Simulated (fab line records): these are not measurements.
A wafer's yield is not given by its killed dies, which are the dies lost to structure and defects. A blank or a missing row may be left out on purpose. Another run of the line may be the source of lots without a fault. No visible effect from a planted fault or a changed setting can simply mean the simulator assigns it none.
Which of the tools did it? || flow n5-finfet || 10 lots (29 wafers sampled), 1 step of a 1938-step route

WHAT THE GAUGES SHOWED, per wafer
N5_BEOL_M4_RC_MEAS_101.
{"lot": "L372", "measured": "day 7 13:00", "on": "prober-02", "DIBL_N (mV/V)": "36.6 34.4"}
{"lot": "L377", "measured": "day 8 20:27", "on": "prober-01", "DIBL_N (mV/V)": "34.0 35.5 32.7"}
{"lot": "L381", "measured": "day 9 14:40", "on": "prober-02", "DIBL_N (mV/V)": "34.8 36.3 37.1"}
{"lot": "L382", "measured": "day 9 19:12", "on": "prober-01", "DIBL_N (mV/V)": "34.6 36.0 35.9"}
{"lot": "L384", "measured": "day 10 13:17", "on": "prober-02", "DIBL_N (mV/V)": "34.2 36.8 36.3"}
{"lot": "L385", "measured": "day 10 20:28", "on": "prober-01", "DIBL_N (mV/V)": "37.8 38.2 36.2"}
{"lot": "L386", "measured": "day 11 05:43", "on": "prober-01", "DIBL_N (mV/V)": "36.4 35.1 38.9"}
{"lot": "L387", "measured": "day 11 16:39", "on": "prober-02", "DIBL_N (mV/V)": "36.4 34.2 34.8"}
{"lot": "L394", "measured": "day 13 07:39", "on": "prober-01", "DIBL_N (mV/V)": "34.2 37.2 36.9"}
{"lot": "L395", "measured": "day 13 10:01", "on": "prober-01", "DIBL_N (mV/V)": "37.9 39.1 39.1"}

WHICH TOOL RAN EACH LOT (tool, then ch and the chambers of the sampled wafers, then the start)
The record shows no process step preceding these readings.

THE ANSWER, worked out from the rows above alone
Rule: the usual values come from the lots themselves. Put in order of their means at a reading, lots are off if they are a third of the lots or fewer, leave a main group of 4 or more, and stand apart from it by a gap of 3 or more times the standard deviation of the main group's means; of several such gaps the widest counts. The tables above print the reading to a certain number of digits; a main group whose means all agree to those digits is not used. Also off: a lot with no number at a reading for which 4 or more lots have one. All remaining lots with rows at the step are treated as sound.
Across all readings shown, no lot is off: no conclusion can be drawn from this.

WHAT THE SIMULATOR HAD INSERTED
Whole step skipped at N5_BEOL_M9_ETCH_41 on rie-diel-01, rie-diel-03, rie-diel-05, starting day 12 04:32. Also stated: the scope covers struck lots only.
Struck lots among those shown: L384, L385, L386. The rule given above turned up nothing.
